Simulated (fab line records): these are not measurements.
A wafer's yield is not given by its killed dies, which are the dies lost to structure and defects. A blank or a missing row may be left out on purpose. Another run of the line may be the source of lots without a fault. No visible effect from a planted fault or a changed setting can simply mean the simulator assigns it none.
fab line records    flow n5_finfet
record: lots: 24  wafers: 72  last_day: 18
route steps=1938 shown BEOL_M15@1789 PASS1_DEP@1831
lots that met no fault: from a run of the same line without faults
start_h: hours from the record's opening day to when the first of the lot's shown wafers began    wait_h: hours since the lot's step before    " as in the row above    L1.1+2: a single row standing in for several wafers    - no value present, or no start provided    * or withheld: withheld    < > ~ a bound
route shown NAME@n: names a module that has steps shown in the file, with the first one's number in the route    usual: the fault-free wafers' mean and standard deviation    same: alike in all rows    chamber/n: place in a boat    sites: each site's reading    _std_site: standard deviation of those values    _edge_site: mean of outer sites minus mean of inner sites    radius_mm: for every site, how far away it sits from the centre of the wafer    mask NAME#n: copy n    behind: the last tool/chamber to shape the wafer    hold: reason for holding the lot/hours on hold/outcome of the hold    device: whichever transistor did not switch (one of n, p or np)    end of line: the tests these same wafers got at the end of their route    where a step has no rows: the recipe by itself    killed: at the first sort, the dies lost to defects and structure; wafer yield is something else    map: dies across one wafer; x = killed, . = not, _ = none there
set.NAME: the setting as run; set.NAME@STEP: as run at that earlier step    model.NAME: the simulator's own value behind a step, which no gauge read
a sample of lots followed through the steps of the route, with each step as a table and each wafer as a row
services: when a tool's chamber went out of use (start_h, in hours from the record's first day, below 0 if earlier), for how many hours, and the reason
== steps ==
step: N5_BEOL_M15_STRIP_63
recipe: chemistry: O2  power_w: 600  temp_c: 60  pressure_mtorr: 30  rf_frequency_hz: 6e+07  bias_power_w: 0  overash_fraction: 0.3  o2_flow_sccm: 225
usual: drypump_motor_current_A: 5.8/0.59  oes_product_au: 0.82/0.094  rf_vpp_V: 3.6/0.73  showerhead_plenum_p_Torr: 2.12/0.079  throttle_valve_pct: 16.60/0.19
lot.wafer  tool         chamber  start_h  wait_h  drypump_motor_current_A  oes_product_au  rf_hours_counter_h  rf_vpp_V  showerhead_plenum_p_Torr  throttle_valve_pct
L074.3     rie_diel-01  3        -        -       6.2                      0.75            129                 3.8       2.01                      16.47
L074.4     "            0        "        "       5.9                      0.90            44                  5.6       2.22                      16.40
L074.5     "            1        "        "       4.7                      0.93            -                   3.3       2.14                      16.55
L075.1     rie_diel-04  1        -        -       5.4                      0.89            35                  3.4       2.13                      16.54
L075.3     "            0        "        "       5.4                      0.75            189                 4.4       2.16                      16.84
L075.6     "            0        "        "       5.4                      0.74            -                   2.4       2.17                      16.85
L076.1     rie_diel-01  0        -        -       5.9                      0.91            52                  4.6       2.22                      16.43
L076.3     "            1        "        "       4.7                      0.89            26                  3.5       2.13                      16.59
L076.4     "            3        "        "       6.2                      0.76            137                 4.7       2.01                      16.51
L079.1     rie_diel-03  1        -        -       6.1                      0.72            172                 3.7       2.19                      16.88
L079.4     "            2        "        "       5.5                      0.71            218                 2.3       2.07                      16.82
L079.6     "            2        "        "       5.5                      0.71            -                   2.6       2.07                      16.81
L077.1     rie_diel-03  2        -        -       5.5                      0.71            219                 5.0       2.07                      16.81
L077.3     "            3        "        "       6.4                      0.85            44                  3.3       2.23                      16.41
L077.6     "            1        "        "       6.1                      0.71            -                   2.5       2.19                      16.88
L078.1     rie_diel-04  0        -        -       5.4                      0.74            193                 3.8       2.16                      16.85
L078.4     "            2        "        "       6.1                      0.99            6                   4.7       2.06                      16.46
L078.5     "            0        "        "       5.4                      0.74            -                   3.5       2.16                      16.86
L080.1     rie_diel-01  2        -        -       6.5                      0.89            25                  3.5       2.06                      16.68
L080.3     "            0        "        "       5.8                      0.87            58                  3.7       2.22                      16.43
L080.5     "            2        "        "       6.5                      0.89            -                   2.7       2.06                      16.66
L081.1     rie_diel-04  1        -        -       5.4                      0.87            45                  3.9       2.12                      16.53
L081.2     "            2        "        "       6.1                      0.95            12                  3.9       2.06                      16.48
L081.5     "            1        "        "       5.4                      0.87            -                   3.8       2.12                      16.53
L082.1     rie_diel-03  3        -        -       6.4                      0.85            53                  5.5       2.23                      16.44
L082.5     "            3        "        "       6.4                      0.85            -                   3.3       2.23                      16.42
L082.6     "            1        "        "       6.1                      0.71            -                   3.3       2.18                      16.89
L083.4     rie_diel-01  3        -        -       6.2                      0.75            146                 2.5       2.01                      16.54
L083.5     "            2        "        "       6.6                      0.87            -                   3.1       2.06                      16.68
L083.6     "            3        "        "       6.2                      0.76            -                   4.0       2.01                      16.53
L084.2     rie_diel-01  2        -        -       6.6                      0.88            35                  3.3       2.06                      16.69
L084.4     "            1        "        "       4.7                      0.87            42                  3.7       2.13                      16.61
L084.5     "            1        "        "       4.7                      0.87            -                   3.3       2.13                      16.60
L086.1     rie_diel-04  1        -        -       5.4                      0.86            55                  4.2       2.12                      16.55
L086.2     "            3        "        "       6.8                      0.97            2                   3.0       2.24                      16.18
L086.3     "            0        "        "       5.4                      0.72            209                 2.6       2.16                      16.89
L085.2     rie_diel-04  2        -        -       6.1                      0.92            26                  3.0       2.06                      16.51
L085.4     "            3        "        "       6.8                      0.97            5                   3.4       2.24                      16.19
L085.6     "            2        "        "       6.1                      0.92            -                   4.2       2.06                      16.50
L088.1     rie_diel-03  3        -        -       6.4                      0.83            63                  4.0       2.23                      16.42
L088.4     "            2        "        "       5.5                      0.69            237                 3.5       2.06                      16.84
L088.6     "            1        "        "       6.1                      0.70            -                   4.8       2.18                      16.92
L087.1     rie_diel-04  2        -        -       6.1                      0.93            27                  3.4       2.06                      16.54
L087.2     "            0        "        "       5.4                      0.73            213                 3.1       2.16                      16.88
L087.6     "            2        "        "       6.1                      0.90            -                   2.9       2.06                      16.52
L090.3     rie_diel-04  2        -        -       6.1                      0.91            32                  4.1       2.05                      16.55
L090.4     "            1        "        "       5.4                      0.84            64                  4.1       2.12                      16.58
L090.5     "            1        "        "       5.4                      0.84            -                   4.4       2.12                      16.57
L089.2     rie_diel-04  3        -        -       6.8                      0.92            12                  3.0       2.23                      16.21
L089.3     "            2        "        "       6.1                      0.90            34                  3.2       2.05                      16.51
L089.5     "            1        "        "       5.4                      0.85            -                   3.8       2.12                      16.57
L092.2     rie_diel-04  0        -        -       5.3                      0.73            219                 3.0       2.15                      16.91
L092.3     "            1        "        "       5.4                      0.86            66                  3.5       2.12                      16.56
L092.5     "            0        "        "       5.4                      0.73            -                   4.1       2.15                      16.89
L091.2     rie_diel-01  0        -        -       5.9                      0.86            79                  3.9       2.21                      16.49
L091.4     "            3        "        "       6.2                      0.73            162                 3.8       2.00                      16.58
L091.6     "            0        "        "       5.8                      0.85            -                   3.1       2.21                      16.49
L093.1     rie_diel-01  2        -        -       6.6                      0.86            50                  4.4       2.05                      16.70
L093.4     "            1        "        "       4.7                      0.85            56                  4.3       2.12                      16.64
L093.6     "            0        "        "       5.9                      0.85            -                   3.9       2.21                      16.47
L094.1     rie_diel-03  0        -        -       5.2                      0.70            224                 3.2       1.99                      16.68
L094.3     "            3        "        "       6.4                      0.81            79                  4.9       2.22                      16.48
L094.4     "            1        "        "       6.1                      0.69            -                   3.5       2.18                      16.93
L096.3     rie_diel-03  0        -        -       5.2                      0.69            229                 3.7       1.99                      16.67
L096.4     "            1        "        "       6.1                      0.67            213                 5.6       2.17                      16.94
L096.5     "            0        "        "       5.1                      0.69            -                   2.2       1.99                      16.67
L095.2     rie_diel-03  1        -        -       6.1                      0.68            213                 4.1       2.17                      16.94
L095.3     "            0        "        "       5.2                      0.68            230                 2.7       1.99                      16.70
L095.4     "            3        "        "       6.4                      0.80            85                  3.5       2.22                      16.46
L097.2     rie_diel-04  1        -        -       5.4                      0.83            77                  4.1       2.11                      16.62
L097.3     "            0        "        "       5.4                      0.71            230                 3.5       2.15                      16.90
L097.4     "            3        "        "       6.8                      0.91            25                  3.4       2.23                      16.22
step: N5_BEOL_M15_INSPECT_30
recipe: mode: adi  inspect_instrument: macro
usual: raw_defect_count: 2.0/1.4
lot.wafer  tool               chamber  start_h  wait_h  raw_defect_count
L074.3     defect_inspect-01  -        249.71   0.0     4
L074.4     "                  -        "        "       4
L074.5     "                  -        "        "       1
L075.1     defect_inspect-01  -        275.31   0.0     1
L075.3     "                  -        "        "       1
L075.6     "                  -        "        "       1
L076.1     defect_inspect-01  -        275.50   0.0     4
L076.3     "                  -        "        "       0
L076.4     "                  -        "        "       1
L079.1     defect_inspect-01  -        277.84   0.0     4
L079.4     "                  -        "        "       0
L079.6     "                  -        "        "       2
L077.1     defect_inspect-02  -        282.60   0.0     1
L077.3     "                  -        "        "       2
L077.6     "                  -        "        "       2
L078.1     defect_inspect-02  -        286.68   0.0     1
L078.4     "                  -        "        "       4
L078.5     "                  -        "        "       3
L080.1     defect_inspect-01  -        291.46   0.0     3
L080.3     "                  -        "        "       1
L080.5     "                  -        "        "       5
L081.1     defect_inspect-01  -        302.33   0.0     3
L081.2     "                  -        "        "       1
L081.5     "                  -        "        "       3
L082.1     defect_inspect-02  -        308.95   0.0     2
L082.5     "                  -        "        "       5
L082.6     "                  -        "        "       2
L083.4     defect_inspect-02  -        314.73   0.0     1
L083.5     "                  -        "        "       4
L083.6     "                  -        "        "       3
L084.2     defect_inspect-02  -        325.24   0.0     4
L084.4     "                  -        "        "       2
L084.5     "                  -        "        "       4
L086.1     defect_inspect-02  -        329.03   0.0     1
L086.2     "                  -        "        "       2
L086.3     "                  -        "        "       1
L085.2     defect_inspect-01  -        337.31   0.0     1
L085.4     "                  -        "        "       2
L085.6     "                  -        "        "       1
L088.1     defect_inspect-01  -        337.58   0.0     0
L088.4     "                  -        "        "       1
L088.6     "                  -        "        "       2
L087.1     defect_inspect-01  -        341.64   0.0     4
L087.2     "                  -        "        "       2
L087.6     "                  -        "        "       1
L090.3     defect_inspect-02  -        354.34   0.0     1
L090.4     "                  -        "        "       1
L090.5     "                  -        "        "       3
L089.2     defect_inspect-01  -        362.30   0.0     0
L089.3     "                  -        "        "       1
L089.5     "                  -        "        "       1
L092.2     defect_inspect-01  -        364.94   0.0     1
L092.3     "                  -        "        "       2
L092.5     "                  -        "        "       3
L091.2     defect_inspect-02  -        367.27   0.0     1
L091.4     "                  -        "        "       1
L091.6     "                  -        "        "       3
L093.1     defect_inspect-02  -        372.94   0.0     2
L093.4     "                  -        "        "       4
L093.6     "                  -        "        "       1
L094.1     defect_inspect-02  -        382.39   0.0     1
L094.3     "                  -        "        "       0
L094.4     "                  -        "        "       3
L096.3     defect_inspect-02  -        396.90   0.0     3
L096.4     "                  -        "        "       1
L096.5     "                  -        "        "       3
L095.2     defect_inspect-01  -        398.36   0.0     4
L095.3     "                  -        "        "       1
L095.4     "                  -        "        "       0
L097.2     defect_inspect-01  -        401.24   0.0     0
L097.3     "                  -        "        "       1
L097.4     "                  -        "        "       2
step: N5_BEOL_M15_DEGAS_41
recipe: ambient: vacuum  temp_c: 300  time_s: 60
usual: heater_power_w: 440/40
lot.wafer  tool            chamber  start_h  wait_h  heater_power_w
L074.3     pvd_sputter-02  -        258.42   0.4     463
L074.4     "               -        "        "       393
L074.5     "               -        "        "       519
L075.1     pvd_sputter-02  -        279.11   0.1     468
L075.3     "               -        "        "       513
L075.6     "               -        "        "       455
L076.1     pvd_sputter-01  -        279.31   0.1     442
L076.3     "               -        "        "       489
L076.4     "               -        "        "       384
L079.1     pvd_sputter-02  -        279.91   0.4     451
L079.4     "               -        "        "       481
L079.6     "               -        "        "       437
L077.1     pvd_sputter-03  -        286.55   0.5     396
L077.3     "               -        "        "       459
L077.6     "               -        "        "       447
L078.1     pvd_sputter-01  -        290.25   0.2     485
L078.4     "               -        "        "       443
L078.5     "               -        "        "       445
L080.1     pvd_sputter-02  -        293.16   0.3     466
L080.3     "               -        "        "       460
L080.5     "               -        "        "       531
L081.1     pvd_sputter-01  -        303.69   0.3     371
L081.2     "               -        "        "       435
L081.5     "               -        "        "       443
L082.1     pvd_sputter-02  -        310.55   0.7     521
L082.5     "               -        "        "       450
L082.6     "               -        "        "       405
L083.4     pvd_sputter-03  -        319.30   0.5     442
L083.5     "               -        "        "       467
L083.6     "               -        "        "       386
L084.2     pvd_sputter-01  -        326.34   0.0     486
L084.4     "               -        "        "       455
L084.5     "               -        "        "       444
L086.1     pvd_sputter-03  -        331.94   0.3     394
L086.2     "               -        "        "       469
L086.3     "               -        "        "       448
L085.2     pvd_sputter-03  -        340.28   0.3     461
L085.4     "               -        "        "       407
L085.6     "               -        "        "       441
L088.1     pvd_sputter-03  -        340.60   0.4     468
L088.4     "               -        "        "       457
L088.6     "               -        "        "       454
L087.1     pvd_sputter-02  -        344.26   0.5     450
L087.2     "               -        "        "       516
L087.6     "               -        "        "       451
L090.3     pvd_sputter-01  -        357.59   0.4     365
L090.4     "               -        "        "       465
L090.5     "               -        "        "       443
L089.2     pvd_sputter-03  -        363.64   0.3     461
L089.3     "               -        "        "       421
L089.5     "               -        "        "       455
L092.2     pvd_sputter-03  -        368.53   0.3     437
L092.3     "               -        "        "       459
L092.5     "               -        "        "       450
L091.2     pvd_sputter-01  -        368.57   0.3     432
L091.4     "               -        "        "       486
L091.6     "               -        "        "       429
L093.1     pvd_sputter-03  -        375.21   0.6     434
L093.4     "               -        "        "       415
L093.6     "               -        "        "       464
L094.1     pvd_sputter-02  -        385.16   0.3     434
L094.3     "               -        "        "       519
L094.4     "               -        "        "       395
L096.3     pvd_sputter-03  -        400.32   0.4     459
L096.4     "               -        "        "       397
L096.5     "               -        "        "       464
L095.2     pvd_sputter-02  -        400.84   0.3     512
L095.3     "               -        "        "       405
L095.4     "               -        "        "       440
L097.2     pvd_sputter-01  -        403.43   0.3     390
L097.3     "               -        "        "       438
L097.4     "               -        "        "       490
step: N5_BEOL_M15_CMP_49
recipe: stop_on: SiO2  t_overpolish_s: 4.9  down_force_psi: 2  platen_rpm: 80  clearing_platen_down_force_psi: 2  clearing_platen_rpm: 80  post_cmp_clean: cu_alkaline  target_thk_nm: 850  clearing_platen_pad_velocity_m_s: 1.5917  pad_velocity_m_s: 1.5917
usual: barrier_field_endpoint_s: 11.44/0.28  motor_current_A: 8.2/1.1  overpolish_run_s: 4.901/0.0089
lot.wafer  tool    chamber  start_h  wait_h  barrier_field_endpoint_s  motor_current_A  overpolish_run_s
L074.3     cmp-02  2        259.39   0.2     11.48                     10.0             4.903
L074.4     "       3        "        "       11.81                     8.7              4.914
L074.5     "       1        "        "       11.74                     6.9              4.897
L075.1     cmp-04  3        280.18   0.3     11.90                     7.9              4.896
L075.3     "       0        "        "       11.63                     8.1              4.893
L075.6     "       0        "        "       11.86                     7.6              4.886
L076.3     cmp-03  3        280.48   0.2     11.61                     9.1              4.891
L076.4     "       0        "        "       11.73                     8.7              4.887
L076.1     "       1        "        "       11.92                     8.7              4.903
L079.1     cmp-02  1        281.14   0.3     11.09                     7.7              4.892
L079.4     "       2        "        "       11.28                     10.4             4.889
L079.6     "       3        "        "       11.17                     9.0              4.899
L077.3     cmp-03  0        287.50   0.2     11.34                     8.3              4.903
L077.1     "       1        "        "       11.60                     8.7              4.903
L077.6     "       3        "        "       11.23                     8.9              4.904
L078.4     cmp-02  2        291.18   0.2     11.26                     10.4             4.891
L078.1     "       0        "        "       10.97                     6.5              4.887
L078.5     "       2        "        "       11.25                     9.9              4.897
L080.1     cmp-02  2        294.06   0.3     11.23                     10.0             4.898
L080.3     "       1        "        "       11.39                     6.9              4.906
L080.5     "       2        "        "       11.02                     10.3             4.918
L081.1     cmp-02  2        304.58   0.3     11.78                     9.5              4.902
L081.2     "       3        "        "       11.80                     8.9              4.905
L081.5     "       2        "        "       11.55                     9.6              4.901
L082.1     cmp-02  1        311.49   0.3     11.13                     6.9              4.901
L082.5     "       0        "        "       10.92                     6.1              4.907
L082.6     "       1        "        "       11.00                     7.0              4.897
L083.4     cmp-04  2        320.19   0.1     11.48                     8.9              4.906
L083.6     "       2        "        "       11.49                     8.5              4.911
L083.5     "       3        "        "       11.69                     7.7              4.909
L084.4     cmp-03  2        327.31   0.2     11.62                     7.9              4.907
L084.2     "       3        "        "       11.30                     9.1              4.906
L084.5     "       1        "        "       11.36                     8.2              4.905
L086.2     cmp-02  0        332.94   0.2     11.65                     6.2              4.888
L086.3     "       1        "        "       11.32                     7.0              4.900
L086.1     "       3        "        "       11.59                     8.7              4.917
L085.4     cmp-04  2        341.20   0.1     11.33                     8.6              4.890
L085.2     "       1        "        "       11.44                     8.1              4.911
L085.6     "       3        "        "       11.16                     7.8              4.904
L088.4     cmp-04  3        341.57   0.2     11.76                     7.6              4.908
L088.1     "       0        "        "       11.42                     7.8              4.907
L088.6     "       1        "        "       11.38                     7.9              4.908
L087.2     cmp-03  3        345.32   0.4     10.94                     8.9              4.897
L087.1     "       2        "        "       11.51                     7.6              4.917
L087.6     "       3        "        "       10.84                     8.7              4.896
L090.3     cmp-04  2        359.13   0.2     11.33                     8.5              4.900
L090.4     "       3        "        "       10.93                     8.3              4.888
L090.5     "       0        "        "       10.92                     7.6              4.896
L089.2     cmp-04  1        364.64   0.3     11.41                     7.9              4.910
L089.3     "       2        "        "       11.53                     8.8              4.888
L089.5     "       3        "        "       11.48                     8.0              4.898
L092.3     cmp-03  1        369.50   0.2     11.59                     8.7              4.904
L092.2     "       2        "        "       11.17                     7.3              4.880
L092.5     "       1        "        "       11.46                     8.0              4.906
L091.2     cmp-02  0        369.54   0.3     11.66                     6.1              4.883
L091.4     "       1        "        "       11.67                     7.0              4.904
L091.6     "       3        "        "       11.84                     8.3              4.895
L093.1     cmp-02  2        376.12   0.3     11.15                     10.2             4.906
L093.4     "       0        "        "       10.93                     6.4              4.897
L093.6     "       3        "        "       11.29                     8.7              4.895
L094.4     cmp-02  2        386.06   0.1     11.60                     10.1             4.902
L094.1     "       3        "        "       12.24                     9.1              4.896
L094.3     "       0        "        "       11.43                     6.3              4.899
L096.3     cmp-03  1        401.22   0.2     11.37                     7.9              4.896
L096.4     "       0        "        "       11.32                     8.0              4.904
L096.5     "       2        "        "       11.64                     7.7              4.897
L095.3     cmp-02  1        402.04   0.2     11.87                     7.8              4.901
L095.4     "       2        "        "       11.72                     9.9              4.894
L095.2     "       3        "        "       11.94                     8.5              4.896
L097.2     cmp-02  3        404.75   0.2     11.95                     8.4              4.901
L097.4     "       0        "        "       11.61                     6.4              4.905
L097.3     "       1        "        "       11.72                     7.2              4.892
step: N5_BEOL_M15_THK_MEAS_50
recipe: thk_meas_gauge: xrf  reads: Cu_of_BEOL_M15_ECD_47
usual: M15_THK: 833/13
lot.wafer  tool           chamber  start_h  wait_h  M15_THK[nm]
L074.3     film_metro-01  -        259.61   -       856
L074.4     "              -        "        "       855
L074.5     "              -        "        "       822
L075.1     film_metro-02  -        280.47   -       816
L075.3     "              -        "        "       826
L075.6     "              -        "        "       819
L076.1     film_metro-01  -        280.74   -       851
L076.3     "              -        "        "       836
L076.4     "              -        "        "       833
L079.1     film_metro-02  -        281.36   -       848
L079.4     "              -        "        "       835
L079.6     "              -        "        "       837
L077.1     film_metro-01  -        287.75   -       820
L077.3     "              -        "        "       810
L077.6     "              -        "        "       817
L078.1     film_metro-02  -        291.44   -       834
L078.4     "              -        "        "       848
L078.5     "              -        "        "       839
L080.1     film_metro-02  -        294.35   -       849
L080.3     "              -        "        "       859
L080.5     "              -        "        "       848
L081.1     film_metro-02  -        304.88   -       825
L081.2     "              -        "        "       850
L081.5     "              -        "        "       837
L082.1     film_metro-01  -        311.75   -       814
L082.5     "              -        "        "       815
L082.6     "              -        "        "       822
L083.4     film_metro-01  -        320.49   -       861
L083.5     "              -        "        "       838
L083.6     "              -        "        "       832
L084.2     film_metro-02  -        327.53   -       821
L084.4     "              -        "        "       831
L084.5     "              -        "        "       826
L086.1     film_metro-02  -        333.24   -       827
L086.2     "              -        "        "       822
L086.3     "              -        "        "       827
L085.2     film_metro-01  -        341.50   -       834
L085.4     "              -        "        "       843
L085.6     "              -        "        "       824
L088.1     film_metro-02  -        341.79   -       816
L088.4     "              -        "        "       844
L088.6     "              -        "        "       826
L087.1     film_metro-01  -        345.62   -       838
L087.2     "              -        "        "       827
L087.6     "              -        "        "       845
L090.3     film_metro-01  -        359.35   -       855
L090.4     "              -        "        "       823
L090.5     "              -        "        "       838
L089.2     film_metro-02  -        364.86   -       827
L089.3     "              -        "        "       841
L089.5     "              -        "        "       826
L092.2     film_metro-01  -        369.80   -       816
L092.3     "              -        "        "       834
L092.5     "              -        "        "       819
L091.2     film_metro-02  -        369.80   -       854
L091.4     "              -        "        "       843
L091.6     "              -        "        "       843
L093.1     film_metro-01  -        376.41   -       816
L093.4     "              -        "        "       830
L093.6     "              -        "        "       845
L094.1     film_metro-02  -        386.35   -       838
L094.3     "              -        "        "       821
L094.4     "              -        "        "       823
L096.3     film_metro-02  -        401.51   -       841
L096.4     "              -        "        "       815
L096.5     "              -        "        "       826
L095.2     film_metro-02  -        402.34   -       818
L095.3     "              -        "        "       844
L095.4     "              -        "        "       854
L097.2     film_metro-02  -        405.01   -       816
L097.3     "              -        "        "       839
L097.4     "              -        "        "       814
step: N5_PASSIVATION_PECVD_00
recipe: material: SiO2  target_thk_a: 2000  temp_c: 400  precursor: SiH4/N2O  pressure_torr: 2.7  rf_w: 608  time_s: 11.2
usual: heater_power_w: 659/110  showerhead_plenum_p_Torr: 8.19/0.046  throttle_valve_pct: 50.4/3
lot.wafer  tool      chamber  start_h  wait_h  heater_power_w  showerhead_plenum_p_Torr  since_wet_clean_h  throttle_valve_pct
L074.3     pecvd-01  0        260.76   0.5     613             8.20                      1146               55.1
L074.4     "         1        "        "       571             8.17                      -                  53.3
L074.5     "         2        "        "       639             8.22                      -                  45.8
L075.1     pecvd-02  1        281.61   0.8     842             8.14                      1710               51.7
L075.3     "         0        "        "       655             8.23                      985                51.1
L075.6     "         0        "        "       651             8.21                      -                  51.2
L076.1     pecvd-01  0        281.91   0.8     693             8.21                      1167               55.0
L076.3     "         2        "        "       648             8.22                      396                46.2
L076.4     "         1        "        "       509             8.18                      -                  53.5
L079.1     pecvd-01  2        282.54   0.8     703             8.22                      397                46.1
L079.4     "         2        "        "       705             8.23                      -                  45.8
L079.6     "         0        "        "       576             8.22                      -                  55.2
L077.1     pecvd-01  1        288.90   0.8     571             8.18                      1899               53.0
L077.3     "         2        "        "       716             8.20                      403                46.2
L077.6     "         0        "        "       618             8.23                      -                  55.4
L078.1     pecvd-04  1        292.58   0.8     846             8.03                      1540               50.0
L078.4     "         1        "        "       840             8.03                      -                  49.4
L078.5     "         0        "        "       830             8.26                      -                  47.3
L080.1     pecvd-02  2        295.49   0.8     521             8.18                      245                47.2
L080.3     "         1        "        "       845             8.13                      1724               51.8
L080.5     "         1        "        "       675             8.13                      -                  51.7
L081.1     pecvd-01  2        306.02   0.8     676             8.21                      420                46.2
L081.2     "         0        "        "       691             8.21                      1191               55.5
L081.5     "         2        "        "       668             8.21                      -                  46.2
L082.1     pecvd-02  2        313.39   0.8     479             8.20                      263                47.1
L082.5     "         2        "        "       489             8.20                      -                  47.2
L082.6     "         0        "        "       652             8.25                      -                  51.4
L083.4     pecvd-01  1        321.66   0.4     563             8.17                      -                  53.1
L083.5     "         0        "        "       711             8.20                      -                  55.4
L083.6     "         2        "        "       594             8.23                      -                  46.1
L084.2     pecvd-02  0        328.68   0.7     631             8.21                      1033               51.4
L084.4     "         0        "        "       629             8.20                      -                  51.2
L084.5     "         1        "        "       826             8.15                      -                  51.7
L086.1     pecvd-02  1        334.40   0.8     788             8.15                      1763               51.5
L086.2     "         0        "        "       716             8.22                      1038               51.3
L086.3     "         2        "        "       553             8.21                      284                47.1
L085.2     pecvd-02  0        342.65   0.7     663             8.21                      1047               51.5
L085.4     "         1        "        "       793             8.15                      -                  51.6
L085.6     "         0        "        "       677             8.23                      -                  51.2
L088.1     pecvd-02  0        343.49   0.8     644             8.22                      1047               51.3
L088.4     "         1        "        "       794             8.15                      -                  51.6
L088.6     "         0        "        "       640             8.21                      -                  51.3
L087.1     pecvd-01  2        346.76   0.8     600             8.22                      461                46.1
L087.2     "         0        "        "       626             8.19                      1232               55.3
L087.6     "         0        "        "       642             8.20                      -                  55.0
L090.3     pecvd-04  2        360.49   0.5     794             8.16                      129                47.8
L090.4     "         2        "        "       821             8.14                      -                  47.8
L090.5     "         0        "        "       791             8.28                      -                  47.5
L089.2     pecvd-02  2        366.00   0.7     527             8.19                      316                47.6
L089.3     "         1        "        "       787             8.14                      1795               51.8
L089.5     "         1        "        "       794             8.15                      -                  51.6
L092.2     pecvd-04  0        370.94   0.7     811             8.27                      894                47.6
L092.3     "         1        "        "       775             8.04                      1619               49.9
L092.5     "         2        "        "       667             8.14                      -                  47.8
L091.2     pecvd-02  2        370.95   0.7     546             8.18                      321                47.4
L091.4     "         1        "        "       727             8.13                      -                  51.5
L091.6     "         2        "        "       574             8.18                      -                  47.5
L093.1     pecvd-01  2        377.56   0.8     682             8.21                      492                46.5
L093.4     "         1        "        "       559             8.16                      -                  53.4
L093.6     "         2        "        "       707             8.20                      -                  46.5
L094.1     pecvd-02  0        387.50   0.8     677             8.19                      1091               51.4
L094.3     "         2        "        "       508             8.21                      337                47.6
L094.4     "         1        "        "       655             8.16                      -                  52.0
L096.3     pecvd-02  0        402.65   0.5     693             8.21                      1107               51.1
L096.4     "         2        "        "       475             8.20                      -                  47.3
L096.5     "         1        "        "       795             8.15                      -                  51.8
L095.2     pecvd-02  0        403.58   0.7     639             8.21                      1107               51.5
L095.3     "         1        "        "       785             8.13                      1832               51.7
L095.4     "         0        "        "       668             8.22                      -                  51.3
L097.2     pecvd-01  0        406.20   0.7     682             8.19                      1291               55.3
L097.3     "         1        "        "       517             8.17                      2016               53.1
L097.4     "         2        "        "       710             8.19                      -                  46.8
== services ==
tool            chamber  start_h  hours  kind
cmp-02          -        229.11   3.4    repair
rie_diel-01     -        229.97   2.8    pm
pecvd-01        -        232.63   14.6   pm
cmp-02          -        233.99   3.5    repair
rie_diel-04     1        239.23   6.4    repair
cmp-02          -        245.13   5.6    repair
cmp-03          -        252.05   1.9    repair
cmp-02          -        262.98   0.3    repair
cmp-02          -        275.49   1.8    repair
rie_diel-01     3        284.47   7.4    repair
cmp-04          -        292.04   4.0    pm
cmp-03          -        308.01   3.7    pm
cmp-03          -        314.98   1.8    repair
cmp-03          -        340.49   1.3    repair
cmp-02          -        341.26   5.8    pm
pvd_sputter-01  -        352.67   1.6    repair
cmp-04          -        352.73   5.7    pm
cmp-02          -        357.16   3.5    repair
cmp-04          -        361.04   1.5    repair
cmp-02          -        363.14   3.4    repair
cmp-04          -        371.75   3.4    repair
cmp-02          -        392.22   1.6    repair
cmp-02          -        394.46   4.0    pm
pecvd-02        -        404.79   1.6    repair
== key ==
fault none
